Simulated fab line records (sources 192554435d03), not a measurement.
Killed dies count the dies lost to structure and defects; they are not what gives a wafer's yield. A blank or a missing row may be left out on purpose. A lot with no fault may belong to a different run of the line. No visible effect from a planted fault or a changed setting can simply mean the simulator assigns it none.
Split-lot experiment / flow n5-finfet / 21 wafers read across 7 lots, on a route 1938 steps long

THE SPLIT ITSELF
At N5_BEOL_M13_EXPOSE_07 (exposes mask V12), the setting dose-mj was moved away from the recipe's 24.8 on 9 of the 21 wafers read, by -5.2% to +6.6%. All remaining wafers had this setting at the recipe value.

FROM THE SPLIT TO THE READING: what the file shows between them, 6 steps
- N5_BEOL_M13_PEB_08: peb time 90 s
- N5_BEOL_M13_DEVELOP_09: develop time 45 s
- N5_BEOL_M13_HARDBAKE_14: time 120 s
- N5_BEOL_M13_CD_MEAS_10: target cd 190 nm
- N5_BEOL_M13_STRIP_71: strips in post etch residue remover, time 60 s
- N5_BEOL_M13_SRD_72: time 30 s, dry time 30 s

THE READING
cd-nm, in nm, at N5_BEOL_M13_CD_MEAS_17 (target cd 190 nm). Fault-free wafers of this fab line usually give 190.2 nm, standard deviation 1.5 nm.

wafer=L074.2; tool, chamber at the split=krf-scanner-01, 0; dose-mj as run=25.51; against the recipe=+2.9%; cd-nm, nm=191.3; against lot-mates on the recipe=+1.3
wafer=L074.4; tool, chamber at the split=krf-scanner-01, 0; dose-mj as run=25.51; against the recipe=+2.9%; cd-nm, nm=190.0; against lot-mates on the recipe=+0.0
wafer=L074.6; tool, chamber at the split=krf-scanner-01, 0; dose-mj as run=24.8; against the recipe=recipe; cd-nm, nm=190.0; against lot-mates on the recipe=-
wafer=L075.2; tool, chamber at the split=krf-scanner-01, 0; dose-mj as run=24.09; against the recipe=-2.9%; cd-nm, nm=187.4; against lot-mates on the recipe=-3.0
wafer=L075.4; tool, chamber at the split=krf-scanner-01, 0; dose-mj as run=24.8; against the recipe=recipe; cd-nm, nm=190.4; against lot-mates on the recipe=-
wafer=L075.6; tool, chamber at the split=krf-scanner-01, 0; dose-mj as run=24.09; against the recipe=-2.9%; cd-nm, nm=187.6; against lot-mates on the recipe=-2.8
wafer=L082.3; tool, chamber at the split=krf-scanner-01, 0; dose-mj as run=26.43; against the recipe=+6.6%; cd-nm, nm=196.2; against lot-mates on the recipe=+7.9
wafer=L082.4; tool, chamber at the split=krf-scanner-01, 0; dose-mj as run=26.43; against the recipe=+6.6%; cd-nm, nm=196.3; against lot-mates on the recipe=+8.0
wafer=L082.6; tool, chamber at the split=krf-scanner-01, 0; dose-mj as run=24.8; against the recipe=recipe; cd-nm, nm=188.3; against lot-mates on the recipe=-
wafer=L084.3; tool, chamber at the split=krf-scanner-01, 0; dose-mj as run=24.8; against the recipe=recipe; cd-nm, nm=188.7; against lot-mates on the recipe=-
wafer=L084.4; tool, chamber at the split=krf-scanner-01, 0; dose-mj as run=24.8; against the recipe=recipe; cd-nm, nm=188.3; against lot-mates on the recipe=-
wafer=L084.6; tool, chamber at the split=krf-scanner-01, 0; dose-mj as run=24.8; against the recipe=recipe; cd-nm, nm=189.5; against lot-mates on the recipe=-
wafer=L086.1; tool, chamber at the split=krf-scanner-01, 0; dose-mj as run=24.8; against the recipe=recipe; cd-nm, nm=188.7; against lot-mates on the recipe=-
wafer=L086.2; tool, chamber at the split=krf-scanner-01, 0; dose-mj as run=24.8; against the recipe=recipe; cd-nm, nm=189.1; against lot-mates on the recipe=-
wafer=L086.6; tool, chamber at the split=krf-scanner-01, 0; dose-mj as run=24.8; against the recipe=recipe; cd-nm, nm=188.8; against lot-mates on the recipe=-
wafer=L095.1; tool, chamber at the split=krf-scanner-02, 0; dose-mj as run=24.8; against the recipe=recipe; cd-nm, nm=191.4; against lot-mates on the recipe=-
wafer=L095.4; tool, chamber at the split=krf-scanner-02, 0; dose-mj as run=23.5; against the recipe=-5.2%; cd-nm, nm=184.7; against lot-mates on the recipe=-6.8
wafer=L095.6; tool, chamber at the split=krf-scanner-02, 0; dose-mj as run=24.8; against the recipe=recipe; cd-nm, nm=191.6; against lot-mates on the recipe=-
wafer=L093.1; tool, chamber at the split=krf-scanner-02, 0; dose-mj as run=26.33; against the recipe=+6.2%; cd-nm, nm=196.0; against lot-mates on the recipe=+6.6
wafer=L093.2; tool, chamber at the split=krf-scanner-02, 0; dose-mj as run=26.33; against the recipe=+6.2%; cd-nm, nm=198.7; against lot-mates on the recipe=+9.3
wafer=L093.4; tool, chamber at the split=krf-scanner-02, 0; dose-mj as run=24.8; against the recipe=recipe; cd-nm, nm=189.4; against lot-mates on the recipe=-

FIT RESULTS
A straight line over all 21 wafers: cd-nm changes by +1.02 nm for each +1% of dose-mj; r = +0.93; the points scatter about the line by 1.3 nm.
The same after taking each lot's own level away (the mean of its wafers on the recipe; 21 wafers): +1.17 nm for each +1%; r = +0.96; scatter 1.1 nm.
According to that fit, moving dose-mj by its largest amount changes the reading by 7.7 nm.
Measured against the standard deviation above, the lots' own levels, which go from 188.30 to 191.50 nm, span 2.1 times it.
Thus the slope moves with the lot-to-lot level: the two fits are different.
Check: +7.48 nm against its lot-mates is what the line predicts for one of the wafers moved furthest among these (+6.6%) when that wafer is left out of the fit. Against them it came out at +7.9 nm.

FURTHER SPLITS ON THESE WAFERS
Note: prior to the reading, these wafers also went through further splits. Each is held against what the fit with the lots' levels taken away leaves over:
other split on the same wafers=N5_BEOL_M9_COAT_05 spin-rpm; wafers away from the commonest value=9; r with cd-nm (lot level and that fit taken away)=-0.09
other split on the same wafers=N5_BEOL_M9_ETCH_61 source-w; wafers away from the commonest value=9; r with cd-nm (lot level and that fit taken away)=+0.37
other split on the same wafers=N5_BEOL_M10_TRENCH_ETCH_37 time-s; wafers away from the commonest value=6; r with cd-nm (lot level and that fit taken away)=-0.11
other split on the same wafers=N5_BEOL_M10_SPUTTER_48 power-w; wafers away from the commonest value=8; r with cd-nm (lot level and that fit taken away)=+0.17
other split on the same wafers=N5_BEOL_M11_ETCH_41 time-s; wafers away from the commonest value=4; r with cd-nm (lot level and that fit taken away)=-0.08

THE WHOLE CHAIN: every reading that the file lists as answering this split, in the file's order
step=N5_BEOL_M13_CD_MEAS_10; what it does=target cd 190 nm; reading=cd-nm; change (the file's fit)=+0.986 nm for each +1% of the setting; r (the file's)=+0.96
step=N5_BEOL_M13_CD_MEAS_17; what it does=target cd 190 nm; reading=cd-nm; change (the file's fit)=+1.17 nm for each +1% of the setting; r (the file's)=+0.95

FILE'S OWN FIT
cd-nm changes by +1.17 nm for each +1% of dose-mj, r = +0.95.
